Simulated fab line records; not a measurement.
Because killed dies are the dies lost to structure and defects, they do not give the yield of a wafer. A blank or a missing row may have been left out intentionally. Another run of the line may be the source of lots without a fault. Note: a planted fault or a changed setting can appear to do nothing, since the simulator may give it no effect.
Chamber matching	flow n5_finfet	N5_ZERO_LAYER_ETCH_17 on rie_diel-02: 4 sister chambers
The step etches SiO2 in CF4, target depth 12 nm, time 13.3 s. 14 wafers are shown with their chamber, then 7 later ones without.

WAFERS WITH THEIR CHAMBER
wafer	chamber	showerhead_plenum_p_Torr (Torr)	oes_product_au (a.u.)	throttle_valve_pct (%)
L075.2	0	2.13	0.70	15.82
L075.4	2	2.15	0.80	15.34
L075.6	0	2.13	0.70	15.82
L076.2	2	2.15	0.79	15.33
L076.5	3	2.13	0.71	15.74
L076.6	2	2.15	0.79	15.34
L077.1	3	2.13	0.70	15.74
L077.2	2	2.15	0.79	15.33
L077.5	3	2.13	0.70	15.74
L080.1	2	2.15	0.79	15.37
L080.3	1	2.27	0.92	15.30
L080.5	0	2.13	0.70	15.85
L087.1	2	2.14	0.79	15.38
L087.4	3	2.13	0.70	15.76

SIGNATURES (means of the wafers above)
reading	chamber 0	chamber 1	chamber 2	chamber 3	scatter within a chamber
showerhead_plenum_p_Torr	2.1300	2.2700	2.1483	2.1300	0.00289
oes_product_au	0.7000	0.9200	0.7917	0.7025	0.00398
throttle_valve_pct	15.8300	15.3000	15.3483	15.7450	0.0178
Rule: for a wafer and a chamber, the distance is found by dividing, reading by reading, the gap between the wafer's reading and the chamber's mean by the reading's scatter, squaring, summing and taking the root. The wafer belongs to the nearest chamber; if the next one is less than 2 further off, it can't be placed. The scatter: the root of (the sum of the squares of (reading less its chamber's mean) over the shown wafers, divided by (wafers less chambers)).

WAFERS MISSING THEIR CHAMBER
wafer	showerhead_plenum_p_Torr (Torr)	oes_product_au (a.u.)	throttle_valve_pct (%)
L087.6	2.14	0.78	15.38
L088.1	2.13	0.68	15.78
L088.3	2.14	0.79	15.38
L088.6	2.14	0.78	15.37
L089.2	2.13	0.69	15.78
L089.5	2.26	0.87	15.34
L089.6	2.14	0.77	15.37

CHAMBER TAKEN BY EACH
wafer	from the rows above	in truth
L087.6	2	2
L088.1	can't be placed: 0 or 3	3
L088.3	2	2
L088.6	2	2
L089.2	can't be placed: 3 or 0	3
L089.5	1	1
L089.6	2	2
Correctly placed: 5 of 7. From these rows, 2 cannot be placed; in 2 the true chamber is one of the candidates. Wrongly placed: 0.
